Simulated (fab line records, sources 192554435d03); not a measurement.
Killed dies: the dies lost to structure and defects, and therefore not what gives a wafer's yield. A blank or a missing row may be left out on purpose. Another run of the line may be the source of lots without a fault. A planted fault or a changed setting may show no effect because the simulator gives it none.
Struck lot and sound lot, side by side	flow n5Finfet	14 out of 1938 route steps
Sound: these wafers, L689.1, L689.2, L689.5. The struck wafers were L699.1, L699.2, L699.3. The cause comes at the end.
Each step with rows lists, per side, the tool, then ch with its chambers, then its first start. Under that, the readings that differ: sound wafers	struck wafers	difference of the means	sigmas: that difference in standard deviations of wafers without a fault.
alike: a reading whose means differ by less than 2 such deviations, as well as words and numbers matching on both sides. not compared: withheld readings; readings where some wafer has no value; bounds like >300 that might hide an equal value; numbers whose values overlap and for which the record gives no deviation.
The two part at a step that has a row with sigmas, a row that says differs or no value, or rows on one side only. Numbers that have no deviation but don't overlap get no sigmas and don't part them. Lack of a reading on every wafer of one side parts them only where that side has two or more wafers.

N5_BEOL_M13_VIA_ETCH_16: etches SiOC in C4F8/O2/Ar, target depth 921.7 nm.
  sound on rieDiel-02 ch 0,2, day 9 18:23; struck on rieDiel-02 ch 0,1,3, day 14 09:20
  alike: C4F8_flow_sccm, drypumpMotorCurrentA, oesProductAu, rfVppV, showerheadPlenumPTorr, throttleValvePct
N5_BEOL_M13_STRIP_63: strips in N2/H2.
  sound on plasmaAsher-01 ch 0,1, day 9 18:37; struck on plasmaAsher-01 ch 0,1, day 14 09:34
reading	sound	struck	difference	sigmas
oesProductAu (a.u.)	0.663 0.675 0.672	0.678 0.680 0.681	+0.010	+2
  alike: drypumpMotorCurrentA, heaterPowerW, n2FlowSccm, stripTimeToEndpointS
  not compared: rfHoursCounterH
N5_BEOL_M13_STRIP_64: strips in N2/H2.
  sound on plasmaAsher-01 ch 0,1, day 9 18:41; struck on plasmaAsher-01 ch 0,1, day 14 09:38
  alike: drypumpMotorCurrentA, heaterPowerW, n2FlowSccm, oesProductAu, stripTimeToEndpointS
  not compared: rfHoursCounterH
then, 2 steps without rows for these wafers: N5_BEOL_M13_STRIP_71 (strips in post etch residue remover, time 60 s); N5_BEOL_M13_SRD_72 (time 30 s, dry time 30 s).
N5_BEOL_M13_CD_MEAS_17: target cd 190 nm.
  struck on cdSem-01, day 14 09:47; sound on cdSem-02, day 9 18:49
  alike: cdNm
then, 6 steps without rows for these wafers: N5_BEOL_M13_COAT_65 (time 60 s, resist thk 350 nm); N5_BEOL_M13_COAT_66 (time 60 s, resist thk 110 nm); N5_BEOL_M13_COAT_22 (resist thk 300 nm); N5_BEOL_M13_EBR_24; N5_BEOL_M13_SOFTBAKE_23 (time 60 s); N5_BEOL_M13_EXPOSE_25 (exposes mask M13, target cd 210 nm).
N5_BEOL_M13_PEB_26: peb time 90 s.
  sound on lithoTrack-04 ch 0, day 9 19:10; struck on lithoTrack-05, day 14 10:07
  no value came back on the struck wafers for chillPlateTempC (C), exhaustPa (Pa), heaterPowerTotalW (W); on the sound wafers chillPlateTempC (C) reads 22.92 23.03 22.97
then, 1 step without rows for these wafers: N5_BEOL_M13_DEVELOP_27 (develop time 45 s).

## WHERE THEY PART
First at N5_BEOL_M13_STRIP_63; last, within this record, at N5_BEOL_M13_PEB_26.

WHY: what had been put in by the simulator
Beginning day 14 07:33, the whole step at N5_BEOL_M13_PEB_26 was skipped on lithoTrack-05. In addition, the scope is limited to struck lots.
